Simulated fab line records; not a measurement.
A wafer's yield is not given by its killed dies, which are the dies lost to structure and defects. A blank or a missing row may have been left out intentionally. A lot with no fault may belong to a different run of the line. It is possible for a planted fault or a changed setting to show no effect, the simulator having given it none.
Matching of chambers || flow nand harc || rie diel-10 running NHARC_P_ZERO_WELL_DESCUM_39: 4 sister chambers
The step chemistry O2, time 3 s. 4 wafers are shown with their chamber, then 7 later ones without.

WAFERS, EACH WITH ITS CHAMBER
{"wafer": "L195.4", "chamber": 2, "throttle valve pct (%)": 11.305}
{"wafer": "L198.3", "chamber": 3, "throttle valve pct (%)": 11.311}
{"wafer": "L203.1", "chamber": 0, "throttle valve pct (%)": 11.314}
{"wafer": "L203.2", "chamber": 1, "throttle valve pct (%)": 11.308}

WAFERS MISSING THEIR CHAMBER
{"wafer": "L203.3", "throttle valve pct (%)": 11.301}
{"wafer": "L205.1", "throttle valve pct (%)": 11.299}
{"wafer": "L205.2", "throttle valve pct (%)": 11.315}
{"wafer": "L205.6", "throttle valve pct (%)": 11.316}
{"wafer": "L208.2", "throttle valve pct (%)": 11.305}
{"wafer": "L208.3", "throttle valve pct (%)": 11.295}
{"wafer": "L208.4", "throttle valve pct (%)": 11.314}

CHAMBER TAKEN BY EACH
{"wafer": "L203.3", "from the rows above": "can't be placed: 2 or 1 or 3 or 0", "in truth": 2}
{"wafer": "L205.1", "from the rows above": "can't be placed: 2 or 1 or 3 or 0", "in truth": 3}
{"wafer": "L205.2", "from the rows above": "can't be placed: 0 or 3 or 1 or 2", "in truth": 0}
{"wafer": "L205.6", "from the rows above": "can't be placed: 0 or 3 or 1 or 2", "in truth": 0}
{"wafer": "L208.2", "from the rows above": "can't be placed: 2 or 1 or 3 or 0", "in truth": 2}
{"wafer": "L208.3", "from the rows above": "can't be placed: 2 or 1 or 3 or 0", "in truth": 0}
{"wafer": "L208.4", "from the rows above": "can't be placed: 0 or 3 or 1 or 2", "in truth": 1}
Correct placement for 0 of the 7. Cannot be placed on the basis of these rows: 7; the candidates contain the true chamber in 7. Wrongly placed: 0.
How it was worked out, from the rows above alone: a wafer's distance from a chamber is the root of the sum, over the readings, of the square of ((its reading less the chamber's mean) divided by the reading's scatter). The wafer belongs to the nearest chamber; if the next one is less than 2 further off, it can't be placed. A chamber's mean is the mean of its shown wafers. The scatter (one wafer shown for each chamber): square how far every hidden wafer sits from the nearest shown wafer, average those squares and take the square root.
